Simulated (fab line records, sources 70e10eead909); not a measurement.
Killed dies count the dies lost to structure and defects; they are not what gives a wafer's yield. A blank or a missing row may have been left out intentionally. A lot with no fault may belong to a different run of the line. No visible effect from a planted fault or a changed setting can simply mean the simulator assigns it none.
A lot that was struck, set against a sound lot -- flow nandHarc -- 41 out of 1159 route steps
Sound: these wafers, L417.1, L417.2, L417.3. Wafers struck: L422.2, L422.4, L422.6. The cause comes at the end.
At each step with rows: each side's tool, then ch and its chambers, then its first start. Under that, the readings that differ: sound wafers -- struck wafers -- difference of the means -- sigmas: that difference in standard deviations of wafers without a fault.
alike: readings with means less than 2 such deviations apart, plus words and numbers identical on both sides. not compared: withheld readings, readings lacking a value on some wafer, bounds such as >300 that could conceal the same value, and numbers that have no deviation in the record and whose values overlap.
A row with sigmas, a row that says differs or no value, or rows on one side alone: a step with any of these is where the two part. Numbers that don't overlap but have no deviation are shown without sigmas and don't part them. Lack of a reading on every wafer of one side parts them only where that side has two or more wafers.

first, 7 steps without rows for these wafers: NHARC_P_M2_COAT_34 (time 65 s); NHARC_P_M2_COAT_03 (resist thk 90 nm); NHARC_P_M2_SOFTBAKE_04 (time 55 s); NHARC_P_M2_EBR_05; NHARC_P_M2_EXPOSE_06 (exposes mask P M2, target cd 170 nm); NHARC_P_M2_PEB_07 (peb time 65 s); NHARC_P_M2_DEVELOP_08 (develop time 35 s).
NHARC_P_M2_CD_MEAS_09: target cd 170 nm.
  sound on cdSem-03 ch 0, day 7 13:32; struck on cdSem-03 ch 0, day 8 11:20
  alike: cdNm
NHARC_P_M2_OVL_MEAS_10: pitch 340 nm.
  struck on overlay-01, day 8 11:25; sound on overlay-02, day 7 13:37
reading,sound,struck,difference,sigmas
overlayXNm (nm),1.0 0.9 1.3,-0.9 -1.2 -1.2,-2.2,-3
  alike: overlayYNm
NHARC_P_M2_INSPECT_11:
  struck on defectInspect-01, day 8 11:27; sound on defectInspect-01, day 7 13:40
  alike: rawDefectCount
then, 2 steps without rows for these wafers: NHARC_P_M2_DESCUM_14 (chemistry O2, time 3 s); NHARC_P_M2_ETCH_35 (etches the open film in N2/H2, target depth 40 nm, overetch 12 nm, time 43.94 s).
NHARC_P_M2_ETCH_15: etches the open film in C4F8/Ar, target depth 182.5 nm, time 91.2 s.
  sound on rieDiel-01 ch 0,1,2, day 7 13:59; struck on rieDiel-04 ch 0,3, day 8 11:41
  alike: chamberPressureMTorr, oesProductAu, rfVppV
  not compared: rfHoursCounterH
NHARC_P_M2_CD_MEAS_16:
  struck on cdSem-02, day 8 11:49; sound on cdSem-03, day 7 14:08
  alike: cdNm
then, 6 steps without rows for these wafers: NHARC_P_M2_STRIP_18 (strips in N2/H2); NHARC_P_M2_ETCH_28 (etches the open film in CF4/N2, target depth 30 nm, time 72.99 s); NHARC_P_M2_STRIP_19 (strips in post etch residue remover, time 600 s); NHARC_P_M2_DEGAS_29 (time 60 s); NHARC_P_M2_PRE_CLEAN_30 (time 30 s); NHARC_P_M2_PVD_20 (deposits TaN, target thk 5 nm, time 8.06 s).
NHARC_P_M2_PVD_21: deposits Cu, target thk 30 nm, time 20.49 s.
  sound on pvdSputter-03; struck on pvdSputter-02
  alike: substrateTempC, throttleValvePct
then, 2 steps without rows for these wafers: NHARC_P_M2_ECD_22 (material Cu, target thk 400 nm); NHARC_P_M2_ANNEAL_31 (time 90 s).
NHARC_P_M2_CMP_23: polishes, t overpolish 20 s, target thk 144.3 nm.
  sound on cmp-04 ch 0,1,2, day 7 16:06; struck on cmp-02 ch 0,3, day 8 13:38
  alike: edgeZonePressureFrac, motorCurrentA, timeToEndpointS
  not compared: padLifeWafers
NHARC_P_M2_THK_MEAS_24: measures by xrf.
  struck on filmMetro-01, day 8 13:57; sound on filmMetro-02, day 7 16:23
  alike: thkNm
after that, 1 step had no rows for these wafers: NHARC_P_M2_SRD_25.
NHARC_P_M2_PRE_CLEAN_32: time 12 s.
  sound on pecvd-03 ch 0,1,2, day 7 16:37; struck on pecvd-02 ch 1,2, day 8 14:12
  alike: heaterPowerW
NHARC_P_M2_DEP_33: deposits SiCN, target thk 30 nm.
  sound on pecvd-03 ch 0,1,2, day 7 16:41; struck on pecvd-02 ch 1,2, day 8 14:20
  alike: heaterPowerW
NHARC_P_BONDPAD_DEP_00: deposits SiCN, target thk 250 nm.
  sound on pecvd-01 ch 0,1,2, day 7 17:07; struck on pecvd-01 ch 0,1, day 8 14:40
  alike: heaterPowerW
then, 1 step without rows for these wafers: NHARC_P_BONDPAD_CMP_32 (polishes SiCN, target thk 200 nm).
NHARC_P_BONDPAD_THK_MEAS_33: measures by ellipsometry.
  struck on filmMetro-01, day 8 15:20; sound on filmMetro-01, day 7 17:47
  alike: thkNm
then, 9 steps without rows for these wafers: NHARC_P_BONDPAD_SRD_34; NHARC_P_BONDPAD_DEHYDRATE_01 (time 120 s); NHARC_P_BONDPAD_HMDS_02 (time 30 s); NHARC_P_BONDPAD_COAT_36 (time 65 s); NHARC_P_BONDPAD_COAT_03 (resist thk 600 nm); NHARC_P_BONDPAD_SOFTBAKE_04 (time 70 s); NHARC_P_BONDPAD_EBR_05; NHARC_P_BONDPAD_EXPOSE_06 (exposes mask P BPAD); NHARC_P_BONDPAD_PEB_07 (peb time 80 s).
-- the record jumps here: 13 days lie between the struck wafers' starts before and after (it left off in module P_BONDPAD and takes up again in module END, whose first step shown is number 1159 of the route) --
NHARC_END_SORT_01:
  sound on prober-02 ch 0, day 20 22:35; struck on prober-02 ch 0, day 22 02:25
reading,sound,struck,difference,sigmas
defectLimitedYield (%),94.1 93.8 95.0,78.6 79.3 80.1,-15.0,-8
killedAtPeriphery,2 6 2,93 103 95,+94,+41
killedDies,40 42 34,145 140 135,+101,+8
killedShort,4 2 0,4 5 10,+4,+3
sort_bin_2_pct (%),1.8 1.5 1.6,10.5 7.1 8.7,+7.1,+9
sort_bin_3_pct (%),0.89 0.89 0,4.73 5.61 4.58,+4.38,+20
sort_bin_4_pct (%),3.2 3.8 3.4,6.2 8.0 6.6,+3.5,+3
sortNPass,637 635 643,532 537 542,-101,-8
sortRimYieldPct (%),97.2 95.3 99.1,79.2 94.3 79.2,-13.0,-4
sortYieldPct (%),94.1 93.8 95.0,78.6 79.3 80.1,-15.0,-8
  alike: killedAtArray, killedAtOther, killedOpen

## WHERE THEY PART
At NHARC_P_M2_OVL_MEAS_10 first; at NHARC_END_SORT_01 last (within this record only).

WHY: the cause the simulator had injected
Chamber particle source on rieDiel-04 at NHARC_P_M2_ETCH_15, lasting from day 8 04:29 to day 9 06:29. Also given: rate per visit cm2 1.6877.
